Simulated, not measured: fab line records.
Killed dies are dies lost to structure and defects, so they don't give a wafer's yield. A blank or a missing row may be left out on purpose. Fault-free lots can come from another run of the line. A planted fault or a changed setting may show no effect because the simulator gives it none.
Chamber matching | flow n5-finfet | 4 sister chambers for N5_SDB_ALD_29 on ald-sin-02
The step deposits SiNx, target thk 30 nm, pulse time 1 s, ald cycles 600. 4 wafers are shown with their chamber, then 10 later ones without.

## WAFERS WITH THEIR CHAMBER
wafer  | chamber | heater-power-w (W)
L085.5 | 2       | 781
L088.2 | 3       | 834
L091.1 | 0       | 855
L091.2 | 1       | 857

## WAFERS MISSING THEIR CHAMBER
wafer  | heater-power-w (W)
L091.3 | 832
L091.4 | 761
L091.5 | 854
L091.6 | 867
L094.1 | 873
L094.5 | 757
L094.6 | 868
L097.1 | 764
L097.2 | 842
L097.4 | 838

## WHICH CHAMBER EACH ONE RAN IN
wafer  | from the rows above          | in truth
L091.3 | can't be placed: 3 or 0 or 1 | 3
L091.4 | 2                            | 2
L091.5 | can't be placed: 0 or 1 or 3 | 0
L091.6 | can't be placed: 1 or 0 or 3 | 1
L094.1 | can't be placed: 1 or 0 or 3 | 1
L094.5 | 2                            | 2
L094.6 | can't be placed: 1 or 0 or 3 | 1
L097.1 | 2                            | 2
L097.2 | can't be placed: 3 or 0 or 1 | 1
L097.4 | can't be placed: 3 or 0 or 1 | 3
Correctly placed: 3 of 10. These rows do not allow placing 7 (true chamber among the candidates in 7). Number placed wrongly: 0.
How it was worked out, from the rows above alone: a wafer's distance from a chamber is the root of the sum, over the readings, of the square of ((its reading less the chamber's mean) divided by the reading's scatter). If the next closest chamber is less than 2 further off than the closest, the wafer can't be placed; otherwise it belongs to the closest. The mean given for a chamber averages the wafers shown for that chamber. The scatter: root of mean squared gap, hidden wafer to nearest shown wafer, with one shown wafer a chamber.
